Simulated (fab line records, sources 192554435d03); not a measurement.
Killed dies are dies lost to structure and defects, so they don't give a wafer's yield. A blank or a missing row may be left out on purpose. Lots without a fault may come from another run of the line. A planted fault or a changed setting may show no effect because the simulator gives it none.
fab line records | flow n5_finfet
record lots=7 wafers=39
route steps=1938 shown FIN_SAQP@125 FIN_CUT@169 DUMMY_GATE@237 HKMG_FIN@406 MOL_CONTACT_COAG@579 PASSIVATION@1936
start_h: hours from the record's first day to the start of the lot's first wafer shown | wait_h: hours since the lot's step before | " the same as in the row above | L1.1+2: a row that stands for several wafers | - no value, or no start given | * or withheld: withheld | < > ~ a bound
route shown NAME@n: a module of which the file shows steps, and the number in the route of the first | usual: mean/standard deviation of fault-free wafers | same: alike in all rows | chamber/n: place in a boat | sites: the reading at each site | _std_site: their standard deviation | _edge_site: outer sites' mean less inner sites' | radius_mm: how far each site lies from the wafer's centre | mask NAME#n: copy n | behind: the tool/chamber that last shaped the wafer | hold: why the lot was held/for how many hours/how that ended | device: the transistor (n, p or np) that didn't switch | end of line: the same wafers' tests at the end of the route | a step without rows: its recipe alone | killed: dies lost to structure and defects at the first sort, not the wafer's yield | map: a wafer's dies, x killed, . not, _ none there
set.NAME: the setting as run; set.NAME@STEP: as run at that earlier step | model.NAME: the simulator's own value behind a step, which no gauge read
lots whose settings were changed on purpose; a table a step, a row a wafer
## steps
# step N5_FIN_SAQP_SPACER1_ALD_24
# recipe material=SiO2 target_thk_a=203 temp_c=300 ald_precursor_family=BDEAS ald_co_reactant=O2-plasma pulse_time_s=1 purge_time_s=2 co_reactant_purge_time_s=2 ald_cycles=218 pressure_torr=2
# step N5_FIN_CUT_ETCH_21
# recipe chemistry=N2/H2 target=SOC target_depth_a=2190 overetch_a=438 mask_material=SiARC temp_c=40 ion_energy_ev=100 bias_w=61 time_s=523.5 pressure_mtorr=30 source_w=850 n2_flow_sccm=200 h2_flow_sccm=200
# step N5_DUMMY_GATE_ETCH_37
# recipe chemistry=N2/H2 target=SOC target_depth_a=600 overetch_a=300 temp_c=40 ion_energy_ev=200 pressure_mtorr=30 source_w=840 bias_w=150 n2_flow_sccm=200 h2_flow_sccm=200
# step N5_HKMG_FIN_ETCH_58
# recipe chemistry=N2/H2 target=SOC target_depth_a=2158 ion_energy_ev=50 bias_w=13 time_s=741 pressure_mtorr=30 source_w=875 n2_flow_sccm=200 h2_flow_sccm=200
# step N5_MOL_CONTACT_COAG_ALD_131
# recipe material=SiO2 target_thk_a=50 temp_c=100 ald_precursor_family=BDEAS ald_co_reactant=O2-plasma pulse_time_s=1 co_reactant_pulse_time_s=1 purge_time_s=2 co_reactant_purge_time_s=2 ald_cycles=35 pressure_torr=2
# step N5_MOL_CONTACT_COAG_VIA_ETCH_46
# recipe chemistry=C4F6/O2 target_depth_a=460 overetch_a=92 mask_material=SOC target=SiO2 bias_w=455 pressure_mtorr=10 time_s=40 source_w=325 Ar_flow_sccm=300 C4F6_flow_sccm=10 O2_flow_sccm=10 ion_energy_ev=575.3 ends=end_point
# step N5_MOL_CONTACT_COAG_ETCH_124
# recipe chemistry=CH3F/O2 target=SiNx target_depth_a=65 mask_material=SOC stop_on=SiOC over_etch_frac=0.3 ion_energy_ev=120 pressure_mtorr=30 source_w=395 bias_w=73 Ar_flow_sccm=150 CH3F_flow_sccm=30 O2_flow_sccm=20 ends=end_point
# step N5_PASSIVATION_PROBE_49
# usual defect_limited_yield=91.1/1.5 killed_at_front_end=41/14 sort_bin_5_function=5.1/0.97 sort_yield_pct=91.1/1.5
# columns lot.wafer tool chamber start_h wait_h set.ald_cycles@FIN_SAQP_SPACER1_ALD_24 set.bias_w@FIN_CUT_ETCH_21 set.source_w@DUMMY_GATE_ETCH_37 set.bias_w@HKMG_FIN_ETCH_58 set.ald_cycles@MOL_CONTACT_COAG_ALD_131 set.bias_w@MOL_CONTACT_COAG_VIA_ETCH_46 set.target_depth_a@MOL_CONTACT_COAG_ETCH_124 defect_limited_yield[%] killed_at_front_end sort_bin_5_function[%] sort_yield_pct[%]
L075.1 prober-01 - 292.76 0.0 218 61 996.7 15.09 31 398.6 72.76 90.1 24 6.4 90.1
L075.2 prober-01 - 292.81 0.1 253 61 996.7 13 31 455 72.76 10.2 978 86.1 10.2
L075.3 prober-01 - 292.86 0.1 218 61 840 13 35 398.6 65 92.0 30 4.1 92.0
L075.4 prober-01 - 292.91 0.2 253 61 996.7 15.09 35 455 72.76 10.6 966 85.8 10.6
L075.5 prober-01 - 292.96 0.2 218 61 840 15.09 35 398.6 65 90.7 39 4.6 90.7
L075.6 prober-01 - 293.01 0.3 253 61 840 13 31 455 65 10.1 984 85.8 10.1
L079.2 prober-01 - 318.47 0.1 218 61 840 13 35 455 65 89.8 55 5.8 89.8
L079.3 prober-01 - 318.52 0.1 218 61 840 13 35 455 65 91.8 28 5.1 91.8
L079.4 prober-01 - 318.57 0.2 218 61 840 13 35 455 65 91.4 55 5.3 91.4
L081.1 prober-01 - 332.17 0.0 218 53.36 840 11.75 35 455 65 91.5 30 4.4 91.5
L081.2 prober-01 - 332.22 0.1 239 53.36 772.2 11.75 35 455 65 84.2 134 13.8 84.2
L081.3 prober-01 - 332.27 0.1 239 61 840 13 35 455 65 83.1 143 13.9 83.1
L081.4 prober-01 - 332.32 0.2 218 53.36 772.2 13 35 455 65 90.6 53 6.4 90.6
L081.5 prober-01 - 332.37 0.2 239 61 840 13 35 455 65 83.7 144 13.0 83.7
L081.6 prober-01 - 332.42 0.3 218 61 772.2 11.75 35 455 65 92.9 15 4.6 92.9
L088.1 prober-01 - 369.44 0.0 218 61 760.1 12.34 35 455 72.67 92.5 29 4.2 92.5
L088.2 prober-01 - 369.49 0.1 218 61 840 13 35 455 72.67 91.3 51 4.9 91.3
L088.3 prober-01 - 369.54 0.1 218 61 840 13 40 455 65 91.4 38 4.8 91.4
L088.4 prober-01 - 369.59 0.2 218 61 840 12.34 35 455 65 91.2 38 5.3 91.2
L088.5 prober-01 - 369.64 0.2 218 61 760.1 13 40 455 65 91.2 41 5.7 91.2
L088.6 prober-01 - 369.69 0.3 218 61 760.1 12.34 40 455 72.67 90.4 42 5.8 90.4
L095.1 prober-01 - 416.79 0.0 254 61 880.9 13 35 455 62.45 7.7 1035 89.6 7.7
L095.2 prober-01 - 416.84 0.1 218 61 840 13 38 514.8 65 93.1 13 4.7 93.1
L095.3 prober-01 - 416.89 0.1 254 61 840 13.81 35 514.8 62.45 8.2 1023 87.7 8.2
L095.4 prober-01 - 416.94 0.2 218 61 880.9 13.81 38 455 62.45 93.1 15 3.8 93.1
L095.5 prober-01 - 416.99 0.2 254 61 840 13.81 38 455 65 6.7 1041 90.3 6.7
L095.6 prober-01 - 417.04 0.3 218 61 880.9 13 35 514.8 65 93.7 22 3.8 93.7
L094.1 prober-01 - 417.66 0.0 218 61 840 13 35 455 65 92.5 21 4.6 92.5
L094.2 prober-01 - 417.71 0.1 247 66.39 840 14.15 35 455 57.65 39.8 650 57.5 39.8
L094.3 prober-01 - 417.76 0.1 247 66.39 840 13 32 508.4 57.65 41.7 634 55.3 41.7
L094.4 prober-01 - 417.81 0.2 218 66.39 840 13 35 508.4 65 92.9 21 4.4 92.9
L094.5 prober-01 - 417.86 0.2 218 61 840 14.15 32 455 65 92.4 29 5.3 92.4
L094.6 prober-01 - 417.91 0.3 247 61 840 14.15 32 508.4 57.65 40.5 642 56.5 40.5
L096.1 prober-02 - 425.77 0.0 218 68.56 840 14.86 35 455 61.76 90.7 51 5.8 90.7
L096.2 prober-02 - 425.82 0.1 184 61 840 13 35 505.3 61.76 76.0 214 19.8 76.0
L096.3 prober-02 - 425.87 0.1 218 68.56 840 13 31 505.3 65 92.6 36 4.5 92.6
L096.4 prober-02 - 425.92 0.2 184 68.56 840 13 31 455 61.76 73.7 244 22.5 73.7
L096.5 prober-02 - 425.97 0.2 184 61 840 14.86 31 505.3 65 75.8 226 21.6 75.8
L096.6 prober-02 - 426.02 0.3 218 61 840 14.86 35 455 65 93.1 29 3.4 93.1
# killed by level:class
L075.1 BEOL_M0_SAQP:geometric_particle:open=18 BEOL_M0_SAQP:geometric_particle:short=16 BEOL_M2:geometric_particle:open=9 FIN_SAQP:geometric_particle:open=8 BEOL_M1:geometric_particle:open=7 BEOL_M4:geometric_particle:open=7 MOL_CONTACT_COAG:geometric_particle:open=4 BEOL_M3:geometric_particle:open=4
L075.2 FIN_SAQP:area_ald=955 BEOL_M0_SAQP:geometric_particle:short=14 BEOL_M0_SAQP:geometric_particle:open=11 BEOL_M2:geometric_particle:open=8 BEOL_M4:geometric_particle:open=8 BEOL_M3:geometric_particle:open=7 MOL_CONTACT_COAG:geometric_particle:open=6 FIN_SAQP:geometric_particle:short=5
L075.3 BEOL_M0_SAQP:geometric_particle:short=11 FIN_SAQP:geometric_particle:short=10 FIN_SAQP:geometric_particle:open=9 BEOL_M4:geometric_particle:open=9 BEOL_M3:geometric_particle:open=8 BEOL_M0_SAQP:geometric_particle:open=7 MOL_CONTACT_COAG:geometric_particle:open=5 BEOL_M2:geometric_particle:short=5
L075.4 FIN_SAQP:area_ald=933 BEOL_M4:geometric_particle:open=11 BEOL_M0_SAQP:geometric_particle:open=9 MOL_CONTACT_COAG:geometric_particle:open=8 BEOL_M0_SAQP:geometric_particle:short=8 FIN_SAQP:geometric_particle:open=7 DUMMY_GATE:geometric_particle:open=7 BEOL_M1:geometric_particle:open=7
L075.5 BEOL_M0_SAQP:geometric_particle:open=13 BEOL_M3:geometric_particle:open=10 FIN_SAQP:geometric_particle:open=9 MOL_CONTACT_COAG:geometric_particle:open=8 BEOL_M1:geometric_particle:open=8 BEOL_M0_SAQP:geometric_particle:short=7 DUMMY_GATE:geometric_particle:open=6 FIN_SAQP:geometric_particle:short=5
L075.6 FIN_SAQP:area_ald=947 FIN_SAQP:geometric_particle:open=12 BEOL_M4:geometric_particle:open=11 MOL_CONTACT_COAG:geometric_particle:open=10 BEOL_M0_SAQP:geometric_particle:open=9 BEOL_M0_SAQP:geometric_particle:short=9 FIN_SAQP:geometric_particle:short=8 BEOL_M3:geometric_particle:open=8
L079.2 FIN_SAQP:geometric_particle:short=10 FIN_SAQP:geometric_particle:open=10 BEOL_M3:geometric_particle:open=9 MOL_CONTACT_COAG:geometric_particle:open=9 BEOL_M0_SAQP:geometric_particle:short=9 STI_FIN_REVEAL:geometric_particle:open=7 BEOL_M4:geometric_particle:open=7 GATE_CUT:geometric_particle:short=5
L079.3 BEOL_M3:geometric_particle:open=11 MOL_CONTACT_COAG:geometric_particle:open=10 BEOL_M0_SAQP:geometric_particle:short=9 FIN_SAQP:geometric_particle:short=6 GATE_CUT:geometric_particle:short=6 BEOL_M2:geometric_particle:open=5 STI_FIN_REVEAL:geometric_particle:open=4 MOL_CONTACT_COAG:geometric_particle:short=4
L079.4 FIN_SAQP:geometric_particle:short=11 FIN_SAQP:geometric_particle:open=8 STI_FIN_REVEAL:geometric_particle:open=7 GATE_CUT:geometric_particle:short=7 BEOL_M0_SAQP:geometric_particle:short=6 BEOL_M0_SAQP:geometric_particle:open=6 BEOL_M3:geometric_particle:short=6 DUMMY_GATE:geometric_particle:open=4
L081.1 BEOL_M0_SAQP:geometric_particle:short=14 BEOL_M0_SAQP:geometric_particle:open=11 MOL_CONTACT_COAG:geometric_particle:open=10 BEOL_M1:geometric_particle:open=8 STI_FIN_REVEAL:geometric_particle:open=7 DUMMY_GATE:geometric_particle:open=6 GATE_CUT:geometric_particle:short=5 BEOL_M5:geometric_particle:open=5
L081.2 FIN_SAQP:area_ald=110 BEOL_M2:geometric_particle:open=12 DUMMY_GATE:geometric_particle:open=6 MOL_CONTACT_COAG:geometric_particle:open=5 BEOL_M0_SAQP:geometric_particle:open=5 BEOL_M1:geometric_particle:open=5 BEOL_M3:geometric_particle:open=5 BEOL_M0_SAQP:geometric_particle:short=4
L081.3 FIN_SAQP:area_ald=125 BEOL_M0_SAQP:geometric_particle:open=11 MOL_CONTACT_COAG:geometric_particle:open=9 BEOL_M0_SAQP:geometric_particle:short=7 BEOL_M2:geometric_particle:open=7 FIN_SAQP:geometric_particle:open=5 BEOL_M4:geometric_particle:open=5 BEOL_M3:geometric_particle:open=4
L081.4 FIN_CUT:area_etch=22 STI_FIN_REVEAL:geometric_particle:open=13 BEOL_M1:geometric_particle:open=9 MOL_CONTACT_COAG:geometric_particle:open=8 BEOL_M0_SAQP:geometric_particle:short=8 BEOL_M0_SAQP:geometric_particle:open=8 STI_FIN_REVEAL:geometric_particle:short=4 BEOL_M1:geometric_particle:short=4
L081.5 FIN_SAQP:area_ald=112 DUMMY_GATE:geometric_particle:open=8 BEOL_M2:geometric_particle:open=8 MOL_CONTACT_COAG:geometric_particle:open=6 BEOL_M5:geometric_particle:open=6 STI_FIN_REVEAL:geometric_particle:open=4 PAD_METAL:geometric_particle:short=4 ILD0:geometric_particle:open=3
L081.6 BEOL_M0_SAQP:geometric_particle:open=17 BEOL_M0_SAQP:geometric_particle:short=14 STI_FIN_REVEAL:geometric_particle:open=5 BEOL_M2:geometric_particle:open=5 BEOL_M5:geometric_particle:open=5 MOL_CONTACT_COAG:geometric_particle:open=3 BEOL_M3:geometric_particle:short=3 FIN_SAQP:geometric_particle:open=2
L088.1 MOL_CONTACT_COAG:geometric_particle:open=9 BEOL_M0_SAQP:geometric_particle:short=7 BEOL_M6:geometric_particle:open=7 BEOL_M3:geometric_particle:open=6 FIN_SAQP:geometric_particle:open=5 MIM_TOP_ETCH:geometric_particle:short=5 STI_FIN_REVEAL:geometric_particle:open=4 DUMMY_GATE:geometric_particle:open=4
L088.2 FIN_SAQP:geometric_particle:open=23 MOL_CONTACT_COAG:geometric_particle:open=10 FIN_SAQP:geometric_particle:short=9 BEOL_M4:geometric_particle:open=8 BEOL_M6:geometric_particle:open=5 BEOL_M0_SAQP:geometric_particle:short=5 BEOL_M0_SAQP:geometric_particle:open=5 BEOL_M3:geometric_particle:open=4
L088.3 BEOL_M0_SAQP:geometric_particle:short=15 BEOL_M0_SAQP:geometric_particle:open=9 FIN_SAQP:geometric_particle:open=7 FIN_SAQP:geometric_particle:short=7 MOL_CONTACT_COAG:geometric_particle:open=7 BEOL_M1:geometric_particle:open=7 STI_FIN_REVEAL:geometric_particle:open=6 GATE_CUT:geometric_particle:open=4
L088.4 BEOL_M4:geometric_particle:open=11 STI_FIN_REVEAL:geometric_particle:open=8 BEOL_M0_SAQP:geometric_particle:open=8 BEOL_M3:geometric_particle:open=8 FIN_SAQP:geometric_particle:open=6 BEOL_M0_SAQP:geometric_particle:short=6 BEOL_M3:geometric_particle:short=6 STARTING-WAFER:geometric_particle:short=6
L088.5 MOL_CONTACT_COAG:area_ald=11 FIN_SAQP:geometric_particle:open=9 DUMMY_GATE:geometric_particle:open=9 MOL_CONTACT_COAG:geometric_particle:open=8 STI_FIN_REVEAL:geometric_particle:open=7 BEOL_M0_SAQP:geometric_particle:short=7 BEOL_M4:geometric_particle:open=5 GATE_CUT:geometric_particle:short=4
L088.6 MOL_CONTACT_COAG:area_ald=14 FIN_SAQP:geometric_particle:short=11 BEOL_M1:geometric_particle:open=11 BEOL_M0_SAQP:geometric_particle:short=6 BEOL_M3:geometric_particle:open=6 STI_FIN_REVEAL:geometric_particle:open=5 MOL_CONTACT_COAG:geometric_particle:open=5 STARTING-WAFER:geometric_particle:short=5
L095.1 FIN_SAQP:area_ald=1009 MOL_CONTACT_COAG:geometric_particle:open=13 STI_FIN_REVEAL:geometric_particle:open=7 BEOL_M2:geometric_particle:open=6 FIN_SAQP:geometric_particle:open=5 BEOL_M8:geometric_particle:open=4 MIM_TOP:geometric_particle:open=4 DUMMY_GATE:geometric_particle:open=3
L095.2 BEOL_M3:geometric_particle:open=15 BEOL_M1:geometric_particle:open=14 BEOL_M0_SAQP:geometric_particle:open=8 BEOL_M2:geometric_particle:open=4 BEOL_M8:geometric_particle:open=4 STARTING-WAFER:geometric_particle:open=4 DUMMY_GATE:geometric_particle:open=3 MOL_CONTACT_COAG:geometric_particle:open=3
L095.3 FIN_SAQP:area_ald=991 BEOL_M0_SAQP:geometric_particle:open=8 BEOL_M0_SAQP:geometric_particle:short=8 FIN_SAQP:geometric_particle:short=7 FIN_SAQP:geometric_particle:open=6 MOL_CONTACT_COAG:geometric_particle:open=6 BEOL_M4:geometric_particle:open=5 SDB:geometric_particle:open=4
L095.4 MOL_CONTACT_COAG:geometric_particle:open=18 MOL_CONTACT_COAG:geometric_particle:short=6 BEOL_M0_SAQP:geometric_particle:short=6 BEOL_M0_SAQP:geometric_particle:open=6 BEOL_M3:geometric_particle:open=5 BEOL_M0:geometric_particle:short=4 MIM_TOP:geometric_particle:short=4 STI_FIN_REVEAL:geometric_particle:open=3
L095.5 FIN_SAQP:area_ald=1016 MOL_CONTACT_COAG:geometric_particle:open=9 DUMMY_GATE:geometric_particle:open=8 BEOL_M1:geometric_particle:open=6 STI_FIN_REVEAL:geometric_particle:open=5 BEOL_M0_SAQP:geometric_particle:open=5 BEOL_M0:geometric_particle:short=4 BEOL_M1:geometric_particle:short=4
L095.6 MOL_CONTACT_COAG:geometric_particle:open=11 BEOL_M3:geometric_particle:open=9 GATE_CUT:geometric_particle:short=5 BEOL_M0_SAQP:geometric_particle:open=4 BEOL_M1:geometric_particle:open=4 DUMMY_GATE:geometric_particle:open=3 BEOL_M0_SAQP:geometric_particle:short=3 BEOL_M2:geometric_particle:short=3
L094.1 BEOL_M3:geometric_particle:open=10 BEOL_M4:geometric_particle:open=7 BEOL_M0_SAQP:geometric_particle:open=7 MOL_CONTACT_COAG:geometric_particle:open=6 BEOL_M0_SAQP:geometric_particle:short=6 GATE_CUT:geometric_particle:short=5 STARTING-WAFER:geometric_particle:open=5 STI_FIN_REVEAL:geometric_particle:open=4
L094.2 FIN_SAQP:area_ald=627 MOL_CONTACT_COAG:geometric_particle:open=10 BEOL_M3:geometric_particle:open=9 BEOL_M4:geometric_particle:open=9 STI_FIN_REVEAL:geometric_particle:open=6 FIN_SAQP:geometric_particle:open=5 BEOL_M2:geometric_particle:open=5 FIN_SAQP:geometric_particle:short=4
L094.3 FIN_SAQP:area_ald=607 BEOL_M4:geometric_particle:open=10 DUMMY_GATE:geometric_particle:open=7 MOL_CONTACT_COAG:geometric_particle:open=6 BEOL_M0_SAQP:geometric_particle:short=6 STI_FIN_REVEAL:geometric_particle:open=5 BEOL_M3:geometric_particle:open=5 BEOL_M0_SAQP:geometric_particle:open=4
L094.4 BEOL_M4:geometric_particle:open=12 BEOL_M0_SAQP:geometric_particle:open=8 BEOL_M3:geometric_particle:open=8 STI_FIN_REVEAL:geometric_particle:open=6 BEOL_M2:geometric_particle:open=6 BEOL_M1:geometric_particle:open=5 BEOL_M8:geometric_particle:open=4 BEOL_M4:geometric_particle:short=4
L094.5 BEOL_M4:geometric_particle:open=11 BEOL_M0_SAQP:geometric_particle:short=7 STI_FIN_REVEAL:geometric_particle:open=6 BEOL_M3:geometric_particle:open=5 BEOL_M5:geometric_particle:open=5 GATE_CUT:geometric_particle:short=4 BEOL_M0_SAQP:geometric_particle:open=4 BEOL_M1:geometric_particle:open=4
L094.6 FIN_SAQP:area_ald=614 BEOL_M4:geometric_particle:open=12 STI_FIN_REVEAL:geometric_particle:open=8 MOL_CONTACT_COAG:geometric_particle:open=8 BEOL_M2:geometric_particle:short=4 BEOL_M2:geometric_particle:open=4 BEOL_M3:geometric_particle:open=4 STARTING-WAFER:geometric_particle:short=4
L096.1 BEOL_M3:geometric_particle:open=16 FIN_SAQP:geometric_particle:open=15 FIN_SAQP:geometric_particle:short=7 STI_FIN_REVEAL:geometric_particle:open=7 DUMMY_GATE:geometric_particle:open=7 BEOL_M0_SAQP:geometric_particle:open=7 STARTING-WAFER:geometric_particle:short=5 MOL_CONTACT_COAG:geometric_particle:open=5
L096.2 FIN_SAQP:area_ald=175 MOL_CONTACT_COAG:geometric_particle:open=17 BEOL_M3:geometric_particle:open=10 BEOL_M2:geometric_particle:open=9 STI_FIN_REVEAL:geometric_particle:open=7 FIN_SAQP:geometric_particle:open=5 FIN_SAQP:geometric_particle:short=5 STARTING-WAFER:geometric_particle:short=5
L096.3 MOL_CONTACT_COAG:geometric_particle:open=10 FIN_SAQP:geometric_particle:open=9 BEOL_M0_SAQP:geometric_particle:open=8 DUMMY_GATE:geometric_particle:open=7 BEOL_M0_SAQP:geometric_particle:short=7 FIN_SAQP:geometric_particle:short=4 BEOL_M2:geometric_particle:open=4 BEOL_M3:geometric_particle:open=4
L096.4 FIN_SAQP:area_ald=202 MOL_CONTACT_COAG:geometric_particle:open=15 FIN_SAQP:geometric_particle:short=11 BEOL_M0_SAQP:geometric_particle:short=11 BEOL_M2:geometric_particle:open=7 FIN_SAQP:geometric_particle:open=5 STI_FIN_REVEAL:geometric_particle:open=5 BEOL_M0:geometric_particle:open=5
L096.5 FIN_SAQP:area_ald=199 MOL_CONTACT_COAG:geometric_particle:open=11 BEOL_M0_SAQP:geometric_particle:short=9 FIN_SAQP:geometric_particle:open=8 BEOL_M0_SAQP:geometric_particle:open=7 FIN_SAQP:geometric_particle:short=6 MOL_CONTACT_COAG:geometric_particle:short=6 BEOL_M3:geometric_particle:open=6
L096.6 MOL_CONTACT_COAG:geometric_particle:open=11 FIN_SAQP:geometric_particle:open=7 BEOL_M0_SAQP:geometric_particle:short=7 FIN_SAQP:geometric_particle:short=6 BEOL_M1:geometric_particle:open=6 DUMMY_GATE:geometric_particle:open=5 BEOL_M0_SAQP:geometric_particle:open=4 BEOL_M2:geometric_particle:open=4
## key
split step=N5_FIN_SAQP_SPACER1_ALD_24 setting=ald_cycles stated_as=218
response step=N5_PASSIVATION_PROBE_49 reading=killed_at_front_end slope=+36.3 per=1% together_with=all explained=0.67
response step=N5_PASSIVATION_PROBE_49 reading=sort_bin_5_function slope=+3.05 per=1% together_with=all explained=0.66
response step=N5_PASSIVATION_PROBE_49 reading=sort_yield_pct slope=-3.05 per=1% together_with=all explained=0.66
response step=N5_PASSIVATION_PROBE_49 reading=defect_limited_yield slope=-3.05 per=1% together_with=all explained=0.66
split step=N5_FIN_CUT_ETCH_21 setting=bias_w stated_as=61
response none clear
split step=N5_DUMMY_GATE_ETCH_37 setting=source_w stated_as=840
response none clear
split step=N5_HKMG_FIN_ETCH_58 setting=bias_w stated_as=13
response none clear
split step=N5_MOL_CONTACT_COAG_ALD_131 setting=ald_cycles stated_as=35
response none clear
split step=N5_MOL_CONTACT_COAG_VIA_ETCH_46 setting=bias_w stated_as=455
response none clear
split step=N5_MOL_CONTACT_COAG_ETCH_124 setting=target_depth_a stated_as=65
response none clear
